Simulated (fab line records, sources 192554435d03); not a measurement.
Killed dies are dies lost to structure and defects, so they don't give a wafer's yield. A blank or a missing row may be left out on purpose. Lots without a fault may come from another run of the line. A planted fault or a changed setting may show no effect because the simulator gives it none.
fab line records | flow n5_finfet
record lots=12 wafers=32 last_day=18
route steps=1938 shown GATE_CUT@503 PAD_METAL@1896 PASSIVATION@1908
lots that met no fault: from a run of the same line without faults
start_h: hours from the record's first day to the start of the lot's first wafer shown | wait_h: hours since the lot's step before | " the same as in the row above | L1.1+2: a row that stands for several wafers | - no value, or no start given | * or withheld: withheld | < > ~ a bound
route shown NAME@n: a module of which the file shows steps, and the number in the route of the first | usual: mean/standard deviation of fault-free wafers | same: alike in all rows | chamber/n: place in a boat | sites: the reading at each site | _std_site: their standard deviation | _edge_site: outer sites' mean less inner sites' | radius_mm: how far each site lies from the wafer's centre | mask NAME#n: copy n | behind: the tool/chamber that last shaped the wafer | hold: why the lot was held/for how many hours/how that ended | device: the transistor (n, p or np) that didn't switch | end of line: the same wafers' tests at the end of the route | a step without rows: its recipe alone | killed: dies lost to structure and defects at the first sort, not the wafer's yield | map: a wafer's dies, x killed, . not, _ none there
set.NAME: the setting as run; set.NAME@STEP: as run at that earlier step | model.NAME: the simulator's own value behind a step, which no gauge read
steps of the route over a sample of lots; a table a step, a row a wafer
services: from which hour (start_h, from the record's first day; less than 0 if before it) a tool's chamber was out of use, for how many hours, and why
## steps
# step N5_GATE_CUT_ETCH_47
# recipe chemistry=Cl2/BCl3 target=SiO2 target_depth_a=100 pressure_mtorr=10 icp_w=1000 bias_w=126 Cl2_flow_sccm=53.25 bcl3_flow_sccm=21.75 Ar_flow_sccm=25
# usual bias_w=126.0/0.37 chamber_pressure_mTorr=10.000/0.01 drypump_motor_current_A=5.8/0.44 oes_product_au=0.84/0.12 throttle_valve_pct=22.83/0.22
# columns lot.wafer tool chamber start_h wait_h bias_w chamber_pressure_mTorr drypump_motor_current_A oes_product_au rf_hours_counter_h throttle_valve_pct
L983.3 rie_metal-03 0 83.66 0.1 125.6 9.997 5.7 0.58 - 22.99
L983.4 " 0 " " 126.7 10.007 5.7 0.59 - 23.00
L983.5 " 0 " " 125.1 10.000 5.7 0.58 - 23.00
L984.3 rie_metal-03 0 88.35 0.1 126.4 9.997 5.6 0.58 - 23.01
L984.4 " 0 " " 126.1 10.011 5.7 0.59 - 23.02
L984.6 " 0 " " 126.3 9.995 5.7 0.59 - 22.99
L986.1 rie_metal-02 0 102.61 0.0 126.5 10.005 5.1 0.91 5 22.93
L986.3 " 0 " " 126.1 9.994 5.1 0.90 - 22.92
L986.6 " 1 " " 125.5 9.999 6.4 0.93 - 22.80
L987.1 rie_metal-01 1 109.33 0.0 126.5 10.002 6.2 0.71 61 23.24
L987.4 " 0 " " 126.1 10.002 5.6 0.78 - 22.68
L987.5 " 1 " " 125.8 10.000 6.3 0.72 - 23.23
L988.1 rie_metal-02 1 115.32 0.0 126.1 9.997 6.4 0.95 6 22.81
L988.3 " 0 " " 125.2 9.991 5.1 0.92 - 22.93
L989.4 rie_metal-02 0 122.53 0.0 125.7 9.988 5.1 0.91 - 22.93
L989.5 " 0 " " 125.9 10.003 5.1 0.91 - 22.95
L990.1 rie_metal-01 0 131.34 0.0 125.6 9.988 5.7 0.78 50 22.70
L990.3 " 1 " " 126.0 10.009 6.3 0.72 - 23.25
L990.6 " 0 " " 126.2 10.010 5.7 0.78 - 22.67
L991.4 rie_metal-01 0 132.03 0.0 125.7 9.988 5.7 0.77 - 22.69
L991.5 " 1 " " 125.8 9.999 6.2 0.71 - 23.24
L100.1 rie_metal-01 0 190.31 0.0 126.2 9.984 5.7 0.75 57 22.68
L100.4 " 0 " " 125.5 10.008 5.7 0.76 - 22.70
L100.5 " 0 " " 125.3 10.008 5.7 0.76 - 22.70
L101.2 rie_metal-01 0 195.03 0.0 126.6 9.999 5.7 0.76 58 22.71
L101.4 " 1 " " 126.1 9.999 6.3 0.70 - 23.28
L101.6 " 1 " " 125.7 10.000 6.2 0.70 - 23.27
L103.2 rie_metal-02 1 206.74 0.0 125.9 9.992 6.4 0.90 14 22.81
L103.4 " 0 " " 126.2 10.008 5.0 0.87 - 22.95
L106.2 rie_metal-02 0 224.50 0.0 126.5 10.007 5.0 0.85 14 22.98
L106.3 " 1 " " 126.3 10.076 6.4 0.89 - 22.81
L106.6 " 1 " " 126.6 10.006 6.4 0.89 - 22.82
# step N5_PASSIVATION_AL_DEP_21
# recipe material=Al target_thk_a=28000 temp_c=400 time_s=170 power_w=30000 chamber_pressure_pa=0.4 gas=Ar
# usual throttle_valve_pct=30.2/1.4
# same time_s=170
# columns lot.wafer tool chamber start_h wait_h throttle_valve_pct
L983.3 pvd_sputter-03 - 309.43 0.1 33.5
L983.4 " - " " 30.1
L983.5 " - " " 27.3
L984.3 pvd_sputter-03 - 314.03 0.1 29.4
L984.4 " - " " 30.2
L984.6 " - " " 29.9
L988.1 pvd_sputter-03 - 314.55 0.1 30.0
L988.3 " - " " 33.5
L991.4 pvd_sputter-03 - 326.08 0.1 29.4
L991.5 " - " " 30.1
L986.1 pvd_sputter-02 - 327.46 0.1 31.0
L986.3 " - " " 29.9
L986.6 " - " " 29.5
L990.1 pvd_sputter-02 - 327.88 0.1 29.5
L990.3 " - " " 31.0
L990.6 " - " " 30.6
L989.4 pvd_sputter-02 - 340.51 0.1 29.5
L989.5 " - " " 30.7
L987.1 pvd_sputter-01 - 348.42 0.1 29.0
L987.4 " - " " 29.6
L987.5 " - " " 29.6
L101.2 pvd_sputter-02 - 402.77 0.1 29.7
L101.4 " - " " 30.6
L101.6 " - " " 31.1
L103.2 pvd_sputter-02 - 403.11 0.1 31.1
L103.4 " - " " 29.2
L100.1 pvd_sputter-03 - 403.22 0.1 27.2
L100.4 " - " " 33.6
L100.5 " - " " 29.9
L106.2 pvd_sputter-02 - 430.06 0.1 30.6
L106.3 " - " " 31.1
L106.6 " - " " 30.9
# step N5_PASSIVATION_DESCUM_32
# recipe chemistry=O2 time_s=7.9 source_power_w=50 bias_power_w=20 pressure_mtorr=20 rf_frequency_hz=2.712e+07 temp_c=40 o2_flow_sccm=225
# usual chamber_pressure_mTorr=20.001/0.022 drypump_motor_current_A=5.7/0.43 oes_product_au=0.81/0.068 rf_vpp_V=242.8/1.3 showerhead_plenum_p_Torr=2.07/0.074 throttle_valve_pct=20.45/0.23
# same time_s=7.9
# columns lot.wafer tool chamber start_h wait_h chamber_pressure_mTorr drypump_motor_current_A oes_product_au rf_hours_counter_h rf_vpp_V showerhead_plenum_p_Torr throttle_valve_pct
L983.3 rie_diel-06 0 310.30 0.2 19.984 5.7 0.74 165 242.3 1.98 20.07
L983.4 " 1 " " 20.013 5.8 0.94 6 243.7 2.05 20.27
L983.5 " 3 " " 20.023 6.0 0.92 - 242.3 2.08 20.58
L984.3 rie_diel-06 1 314.68 0.1 20.010 5.7 0.93 8 243.9 2.05 20.27
L984.4 " 2 " " 20.029 4.9 0.84 92 242.8 2.11 20.64
L984.6 " 3 " " 19.985 6.0 0.91 - 242.3 2.08 20.58
L988.1 rie_diel-03 0 315.11 0.0 19.994 5.2 0.68 233 241.4 1.97 20.39
L988.3 " 3 " " 20.015 5.8 0.76 142 243.2 2.11 20.72
L991.4 rie_diel-03 0 326.55 0.0 19.993 5.2 0.68 238 241.4 1.97 20.39
L991.5 " 0 " " 20.002 5.2 0.67 - 241.4 1.97 20.42
L986.1 rie_diel-03 2 328.02 0.0 19.998 5.8 0.90 33 245.8 2.24 20.57
L986.3 " 3 " " 19.960 5.8 0.74 148 242.5 2.11 20.73
L986.6 " 2 " " 19.996 5.8 0.89 - 245.2 2.24 20.55
L990.1 rie_diel-01 0 328.54 0.1 20.000 4.8 0.88 23 243.4 2.04 20.54
L990.3 " 1 " " 20.021 6.3 0.85 50 242.3 2.05 20.40
L990.6 " 0 " " 19.987 4.9 0.88 - 240.9 2.04 20.53
L989.4 rie_diel-03 3 341.20 0.0 20.004 5.8 0.74 152 243.7 2.11 20.73
L989.5 " 0 " " 19.997 5.2 0.66 - 242.2 1.96 20.41
L987.1 rie_diel-01 1 348.98 0.0 20.017 6.3 0.84 59 243.6 2.04 20.43
L987.4 " 2 " " 19.967 5.8 0.82 89 242.5 2.05 20.73
L987.5 " 0 " " 20.006 4.8 0.86 - 242.2 2.04 20.55
L101.2 rie_diel-06 1 403.33 0.0 20.012 5.7 0.86 42 242.2 2.03 20.34
L101.4 " 2 " " 20.001 4.9 0.81 126 243.7 2.10 20.71
L101.6 " 3 " " 20.009 6.0 0.86 - 243.1 2.06 20.63
L103.2 rie_diel-03 2 403.67 0.0 19.981 5.8 0.84 63 244.6 2.23 20.61
L103.4 " 1 " " 20.021 5.9 0.80 99 242.4 2.13 20.22
L100.1 rie_diel-01 0 404.87 0.0 19.997 4.9 0.85 46 242.3 2.04 20.59
L100.4 " 2 " " 20.011 5.8 0.80 105 241.7 2.04 20.75
L100.5 " 2 " " 19.994 5.8 0.80 - 241.1 2.04 20.75
L106.2 rie_diel-01 0 430.67 0.1 20.023 4.9 0.84 54 242.1 2.03 20.60
L106.3 " 2 " " 19.984 5.8 0.79 115 241.4 2.04 20.76
L106.6 " 3 " " 19.990 6.1 0.75 - 241.8 2.01 20.17
# step N5_PASSIVATION_CD_MEAS_44
# recipe target_cd_nm=40000 landing_energy_ev=500 detector=se_inlens
# usual cd_nm=39999/4.9
# columns lot.wafer tool chamber start_h wait_h cd_nm
L983.3 cd_sem-03 0 311.95 - 39998
L983.4 " 0 " " 39993
L983.5 " 0 " " 40001
L984.3 cd_sem-03 0 316.57 - 39996
L984.4 " 0 " " 39991
L984.6 " 0 " " 40004
L988.1 cd_sem-03 0 316.96 - 39998
L988.3 " 0 " " 39995
L991.4 cd_sem-03 0 328.33 - 40006
L991.5 " 0 " " 40003
L986.1 cd_sem-01 0 329.67 - 39997
L986.3 " 0 " " 39995
L986.6 " 0 " " 39990
L990.1 cd_sem-01 0 330.35 - 40004
L990.3 " 0 " " 39997
L990.6 " 0 " " 39993
L989.4 cd_sem-03 0 342.97 - 39991
L989.5 " 0 " " 39997
L987.1 cd_sem-02 0 350.63 - 40004
L987.4 " 0 " " 40001
L987.5 " 0 " " 39999
L101.2 cd_sem-01 0 405.12 - 40006
L101.4 " 0 " " 39999
L101.6 " 0 " " 40014
L103.2 cd_sem-01 0 405.32 - 39998
L103.4 " 0 " " 40001
L100.1 cd_sem-03 0 406.87 - 40000
L100.4 " 0 " " 39997
L100.5 " 0 " " 39990
L106.2 cd_sem-01 0 432.34 - 39997
L106.3 " 0 " " 39988
L106.6 " 0 " " 39994
# step N5_PASSIVATION_PROBE_49
# usual killed_at_M0_to_M3=35/11 killed_at_M4_up=14/5.4 killed_at_contacts=13/6 killed_at_front_end=38/11 killed_at_other=3.4/2.6 killed_dies=104/19 killed_on_rim=13/3.9 killed_open=68/13 killed_short=34/8.5
# same gross_dies=1180 killed_at_back_side=0
# columns lot.wafer tool chamber start_h wait_h killed_at_M0_to_M3 killed_at_M4_up killed_at_contacts killed_at_front_end killed_at_other killed_dies killed_on_rim killed_open killed_short
L990.1 prober-01 - 333.48 0.0 25 10 8 43 5 91 11 66 17
L990.3 prober-01 - 333.58 0.1 54 8 12 46 0 120 18 67 52
L990.6 prober-01 - 333.73 0.3 30 7 7 42 0 86 10 59 23
L989.4 prober-02 - 346.54 0.2 19 22 17 36 5 99 12 58 36
L989.5 prober-02 - 346.59 0.2 36 28 4 43 4 115 13 69 44
L101.2 prober-02 - 408.33 0.1 32 16 16 103 3 170 26 66 24
L101.4 prober-02 - 408.43 0.2 67 19 24 30 2 142 15 97 43
L101.6 prober-02 - 408.53 0.3 35 5 10 28 3 81 4 63 18
L103.2 prober-01 - 409.02 0.1 31 22 20 67 0 140 18 94 43
L103.4 prober-01 - 409.12 0.2 37 15 16 39 1 108 16 69 37
L100.1 prober-01 - 410.23 0.0 21 11 23 130 4 189 30 65 40
L100.4 prober-01 - 410.38 0.2 36 15 19 130 1 201 30 75 32
L100.5 prober-01 - 410.43 0.2 31 11 14 110 3 169 29 58 30
# killed by level:class
L990.1 FIN_SAQP:geometric_particle:open=12 HKMG_FIN:area_etch=8 STI_FIN_REVEAL:geometric_particle:open=7 MOL_CONTACT_COAG:geometric_particle:open=7 BEOL_M2:geometric_particle:open=7 BEOL_M0_SAQP:geometric_particle:open=6 GATE_CUT:geometric_particle:open=5 BEOL_M1:geometric_particle:open=5
L990.3 BEOL_M0_SAQP:geometric_particle:short=20 BEOL_M0_SAQP:geometric_particle:open=12 FIN_SAQP:geometric_particle:open=10 STI_FIN_REVEAL:geometric_particle:open=8 GATE_CUT:geometric_particle:short=8 BEOL_M1:geometric_particle:open=8 FIN_SAQP:geometric_particle:short=7 MOL_CONTACT_COAG:geometric_particle:open=6
L990.6 FIN_SAQP:geometric_particle:open=10 BEOL_M1:geometric_particle:open=9 STI_FIN_REVEAL:geometric_particle:open=8 GATE_CUT:geometric_particle:short=8 BEOL_M2:geometric_particle:open=8 BEOL_M0_SAQP:geometric_particle:short=7 STARTING-WAFER:geometric_particle:open=5 MOL_CONTACT_COAG:geometric_particle:open=5
L989.4 BEOL_M4:geometric_particle:open=10 MOL_CONTACT_COAG:geometric_particle:open=10 FIN_SAQP:geometric_particle:short=8 MOL_CONTACT_COAG:geometric_particle:short=7 FIN_SAQP:geometric_particle:open=6 BEOL_M1:geometric_particle:open=6 HKMG_FIN:area_etch=5 BEOL_M0:geometric_particle:open=4
L989.5 BEOL_M4:geometric_particle:open=15 FIN_SAQP:geometric_particle:open=13 FIN_SAQP:geometric_particle:short=10 BEOL_M0:geometric_particle:open=8 BEOL_M4:geometric_particle:short=8 BEOL_M1:geometric_particle:open=7 BEOL_M0_SAQP:geometric_particle:short=6 BEOL_M0_SAQP:geometric_particle:open=5
L101.2 GATE_CUT:unspecified=80 BEOL_M2:geometric_particle:open=13 MOL_CONTACT_COAG:geometric_particle:open=12 FIN_SAQP:geometric_particle:open=8 BEOL_M4:geometric_particle:open=6 FIN_SAQP:geometric_particle:short=4 DUMMY_GATE:geometric_particle:open=4 MOL_CONTACT_COAG:geometric_particle:short=4
L101.4 MOL_CONTACT_COAG:geometric_particle:open=18 BEOL_M2:geometric_particle:open=18 BEOL_M0_SAQP:geometric_particle:short=18 STI_FIN_REVEAL:geometric_particle:open=11 BEOL_M0_SAQP:geometric_particle:open=10 BEOL_M1:geometric_particle:open=10 BEOL_M4:geometric_particle:open=10 MOL_CONTACT_COAG:geometric_particle:short=6
L101.6 BEOL_M2:geometric_particle:open=20 FIN_SAQP:geometric_particle:open=8 MOL_CONTACT_COAG:geometric_particle:open=8 BEOL_M0_SAQP:geometric_particle:open=7 FIN_SAQP:geometric_particle:short=6 STI_FIN_REVEAL:geometric_particle:open=5 BEOL_M3:geometric_particle:open=4 BEOL_M0:geometric_particle:open=3
L103.2 STI_FIN_REVEAL:geometric_particle:open=20 MOL_CONTACT_COAG:geometric_particle:open=16 FIN_SAQP:geometric_particle:short=14 BEOL_M4:geometric_particle:open=14 BEOL_M3:geometric_particle:open=9 FIN_SAQP:geometric_particle:open=8 STI_FIN_REVEAL:geometric_particle:short=5 BEOL_M0_SAQP:geometric_particle:short=5
L103.4 MOL_CONTACT_COAG:geometric_particle:open=15 BEOL_M3:geometric_particle:open=13 BEOL_M0_SAQP:geometric_particle:open=9 BEOL_M0_SAQP:geometric_particle:short=9 FIN_SAQP:geometric_particle:short=8 STI_FIN_REVEAL:geometric_particle:open=6 FIN_SAQP:geometric_particle:open=6 STI_FIN_REVEAL:geometric_particle:short=4
L100.1 GATE_CUT:unspecified=77 MOL_CONTACT_COAG:geometric_particle:open=19 STI_FIN_REVEAL:geometric_particle:open=13 FIN_SAQP:geometric_particle:short=8 STI_FIN_REVEAL:geometric_particle:short=7 BEOL_M0_SAQP:geometric_particle:open=7 GATE_CUT:geometric_particle:short=6 HKMG_FIN:area_etch=6
L100.4 GATE_CUT:unspecified=83 MOL_CONTACT_COAG:geometric_particle:open=16 STI_FIN_REVEAL:geometric_particle:open=10 HKMG_FIN:area_etch=10 BEOL_M0:geometric_particle:open=9 BEOL_M2:geometric_particle:open=9 GATE_CUT:geometric_particle:short=6 BEOL_M4:geometric_particle:open=6
L100.5 GATE_CUT:unspecified=81 BEOL_M0_SAQP:geometric_particle:open=12 MOL_CONTACT_COAG:geometric_particle:open=11 GATE_CUT:geometric_particle:short=7 FIN_SAQP:geometric_particle:open=6 BEOL_M0_SAQP:geometric_particle:short=6 BEOL_M2:geometric_particle:open=5 FIN_SAQP:geometric_particle:short=4
## services
# columns tool chamber start_h hours kind
rie_metal-03 1 64.83 11.2 repair
rie_diel-01 2 75.48 - clean
rie_diel-01 2 75.48 - consumable_replace:focus_ring
rie_diel-01 2 75.48 20.9 scheduled_down
rie_diel-01 2 75.48 20.9 vent_cycle
rie_diel-06 0 76.12 3.5 repair
rie_metal-03 1 119.22 8.1 repair
rie_diel-06 2 127.22 13.3 repair
rie_diel-01 3 129.40 7.0 repair
rie_diel-06 1 153.08 4.2 repair
pvd_sputter-02 - 159.51 2.8 repair
rie_diel-03 2 201.74 28.7 repair
pvd_sputter-02 - 207.13 4.6 repair
rie_diel-06 1 214.36 13.2 repair
rie_diel-03 - 219.88 28.1 pm
rie_metal-02 - 235.86 2.8 pm
pvd_sputter-03 - 239.40 1.2 repair
rie_metal-01 - 242.61 0.2 repair
rie_diel-01 2 306.55 1.8 repair
rie_diel-01 - 317.64 2.8 pm
rie_metal-01 1 350.01 16.2 repair
pvd_sputter-01 - 352.83 2.6 repair
rie_metal-02 0 374.62 25.2 repair
pvd_sputter-01 - 414.53 1.3 repair
## key
first_sign step=N5_PASSIVATION_PROBE_49 reading=killed_at_front_end direction=up sigmas=7.4 usual=38 struck=118
effect step=N5_PASSIVATION_PROBE_49 reading=killed_dies direction=up sigmas=4.2 usual=104 struck=182
more_kills_born_at N5_GATE_CUT_ETCH_47@rie_metal-01=321
met_at N5_GATE_CUT_ETCH_47
struck_lots L100,L101
struck_wafers L100.1,L100.4,L100.5,L101.2
tester_left_out L100,L101
baseline_loss step=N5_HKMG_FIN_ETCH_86 wafers=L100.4
not_acting_at N5_PASSIVATION_AL_DEP_21,N5_PASSIVATION_DESCUM_32,N5_PASSIVATION_CD_MEAS_44
onset_between 132.03 190.31
fault kind=chamber_particle_source tool=rie_metal-01 chamber=0 onset_h=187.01 steps=N5_GATE_CUT_ETCH_47 rate_per_visit_cm2=0.51988 end_h=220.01
# tester_left_out: of these lots the tester's yield and bins aren't shown, on N5 and GAA mostly nor the transistor test; their killed dies are dies lost to structure and defects alone, not to doping, threshold or leakage, so they don't give the yield
# baseline_loss: these wafers lose ten dies or more at that step, a loss of the line's own and not of a fault; the sort's usual values leave them out
